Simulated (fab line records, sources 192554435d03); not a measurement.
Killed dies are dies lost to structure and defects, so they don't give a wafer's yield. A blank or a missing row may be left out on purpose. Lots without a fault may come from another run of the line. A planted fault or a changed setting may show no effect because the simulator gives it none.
Chamber matching | flow n5_finfet | N5_DUMMY_GATE_ETCH_37 on rie_diel-06: 4 sister chambers
The step etches SOC in N2/H2, target depth 60 nm, overetch 30 nm. 16 wafers are shown with their chamber, then 8 later ones without.

WAFERS WITH THEIR CHAMBER
wafer  | chamber | throttle_valve_pct (%) | showerhead_plenum_p_Torr (Torr) | oes_product_au (a.u.)
L076.2 | 3       | 18.07                  | 2.61                            | 0.54
L076.4 | 0       | 18.06                  | 2.58                            | 0.65
L076.6 | 2       | 17.70                  | 2.51                            | 0.59
L078.2 | 3       | 18.06                  | 2.61                            | 0.55
L078.4 | 1       | 17.31                  | 2.67                            | 0.70
L078.5 | 2       | 17.70                  | 2.51                            | 0.59
L080.2 | 2       | 17.70                  | 2.51                            | 0.59
L080.4 | 1       | 17.31                  | 2.67                            | 0.68
L080.5 | 3       | 18.06                  | 2.61                            | 0.54
L082.3 | 3       | 18.07                  | 2.61                            | 0.54
L082.4 | 2       | 17.71                  | 2.51                            | 0.59
L082.6 | 3       | 18.07                  | 2.61                            | 0.55
L083.2 | 3       | 18.06                  | 2.61                            | 0.54
L083.3 | 1       | 17.31                  | 2.67                            | 0.68
L083.6 | 1       | 17.31                  | 2.67                            | 0.68
L086.2 | 3       | 18.08                  | 2.60                            | 0.54

SIGNATURES (means of the wafers above)
reading                  | chamber 0 | chamber 1 | chamber 2 | chamber 3 | scatter within a chamber
throttle_valve_pct       | 18.0600   | 17.3100   | 17.7025   | 18.0671   | 0.0059
showerhead_plenum_p_Torr | 2.5800    | 2.6700    | 2.5100    | 2.6086    | 0.00267
oes_product_au           | 0.6500    | 0.6850    | 0.5900    | 0.5429    | 0.00607
Rule: a wafer's distance from a chamber is the root of the sum, over the readings, of the square of ((its reading less the chamber's mean) divided by the reading's scatter). The wafer belongs to the nearest chamber; if the next one is less than 2 further off, it can't be placed. The scatter: the root of (the sum of the squares of (reading less its chamber's mean) over the shown wafers, divided by (wafers less chambers)).

WAFERS WITHOUT THEIR CHAMBER
wafer  | throttle_valve_pct (%) | showerhead_plenum_p_Torr (Torr) | oes_product_au (a.u.)
L086.3 | 18.09                  | 2.58                            | 0.63
L086.4 | 17.71                  | 2.51                            | 0.58
L089.1 | 18.09                  | 2.58                            | 0.63
L089.2 | 18.09                  | 2.60                            | 0.53
L089.4 | 17.33                  | 2.67                            | 0.67
L096.1 | 17.73                  | 2.50                            | 0.57
L096.2 | 18.12                  | 2.57                            | 0.62
L096.5 | 17.36                  | 2.66                            | 0.66

WHICH CHAMBER EACH WENT THROUGH
wafer  | from the rows above | in truth
L086.3 | 0                   | 0
L086.4 | 2                   | 2
L089.1 | 0                   | 0
L089.2 | 3                   | 3
L089.4 | 1                   | 1
L096.1 | 2                   | 2
L096.2 | 0                   | 0
L096.5 | 1                   | 1
Placed correctly: 8 of 8. Can't be placed from these rows: 0. Placed wrongly: 0.
